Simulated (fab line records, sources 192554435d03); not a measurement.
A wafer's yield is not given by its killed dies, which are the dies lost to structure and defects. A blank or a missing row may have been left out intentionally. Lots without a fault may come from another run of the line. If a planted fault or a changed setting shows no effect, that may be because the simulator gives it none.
2 desks looking at one fault | flow n5_finfet | only its own numbers are on each desk; what lay behind them is given at the end

## THE METROLOGY DESK
What the gauges read for every lot (on any tool): the sampled wafers with a number, averaged. Any lot whose mean is over 4 standard deviations away from the usual mean is out of limits and marked OUT; that distance is given in the brackets.
Columns: A = M15_ILD_THK at N5_BEOL_M15_THK_MEAS_01, usual 1617 nm; B = cd_nm at N5_BEOL_M15_CD_MEAS_17, usual 362.3 nm; C = M15_THK at N5_BEOL_M15_THK_MEAS_50, usual 852 nm; D = M15_RS at N5_BEOL_M15_RS_MEAS_54, usual 0.0218 ohm/sq
lot  | first seen here | A    | B     | C              | D
L482 | day 12 09:25    | 1600 | 361.5 | 829            | 0.0220
L486 | day 12 17:16    | 1614 | 362.2 | 854            | 0.0220
L487 | day 13 14:09    | 1634 | 362.5 | 843            | 0.0221
L490 | day 14 02:14    | 1602 | 363.6 | 1057 (+14) OUT | 0.0181 (-11) OUT
L492 | day 15 02:38    | 1618 | 361.5 | 1247 (+26) OUT | 0.0150 (-20) OUT
L494 | day 15 15:17    | 1629 | 363.4 | 843            | 0.0222
L500 | day 16 10:50    | 1638 | 364.7 | 842            | 0.0220
L502 | day 17 07:35    | 1593 | 363.0 | 854            | 0.0217
L503 | day 17 11:48    | 1620 | 361.1 | 857            | 0.0215
L501 | day 17 16:17    | 1601 | 362.1 | 864            | 0.0215
Finding of this desk: L490, L492 out of limits, first seen on L490 at day 14 10:19 (M15_THK at N5_BEOL_M15_THK_MEAS_50). Within limits: L482, L486, L487, L494, L500, L502, L503, L501.

## DESK OF THE TOOL OWNER: rie_diel-02
The tool's own readings at N5_BEOL_M15_TRENCH_ETCH_34 (etches SiO2 in C4F8/O2/Ar, target depth 872.93 nm, time 199 s): means of the sampled wafers that have a number, for each lot that ran on this tool. Any lot whose mean is over 4 standard deviations away from the usual mean is out of limits and marked OUT; that distance is given in the brackets.
Columns: A = drypump_motor_current_A at N5_BEOL_M15_TRENCH_ETCH_34, usual 5.6 A; B = oes_product_au at N5_BEOL_M15_TRENCH_ETCH_34, usual 0.74 a.u.; C = rf_vpp_V at N5_BEOL_M15_TRENCH_ETCH_34, usual 2215 V; D = showerhead_plenum_p_Torr at N5_BEOL_M15_TRENCH_ETCH_34, usual 3.46 Torr; E = throttle_valve_pct at N5_BEOL_M15_TRENCH_ETCH_34, usual 31.10 %
lot  | first seen here | A   | B    | C    | D    | E
L482 | day 12 11:25    | 5.5 | 0.74 | 2217 | 3.37 | 31.01
L486 | day 12 19:22    | 5.4 | 0.71 | 2214 | 3.30 | 31.11
L490 | day 14 05:05    | 5.8 | 0.88 | 2214 | 3.40 | 31.39
L492 | day 15 04:50    | 5.4 | 0.96 | 2219 | 3.52 | 31.53
L501 | day 17 18:22    | 5.4 | 0.79 | 2227 | 3.41 | 31.11
Finding of this desk: none of the 5 lots has anything out of limits.

## BROUGHT TOGETHER
The metrology desk could have raised an alarm at day 14 10:19, on L490, L492.
Nothing out of limits was seen by the tool owner's desk.
On record at the tool owner's desk: L490, L492, within its limits.
N5_BEOL_M15_TRENCH_ETCH_34 was run on rie_diel-02 by each of the lots named.

## WHAT THE SIMULATOR HAD PUT IN
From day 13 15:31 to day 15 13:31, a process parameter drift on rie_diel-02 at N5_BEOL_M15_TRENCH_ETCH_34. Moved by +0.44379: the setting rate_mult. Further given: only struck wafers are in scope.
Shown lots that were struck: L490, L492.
Per desk, hours elapsed from the start of the fault to the first reading out of limits: for the metrology desk, 19.
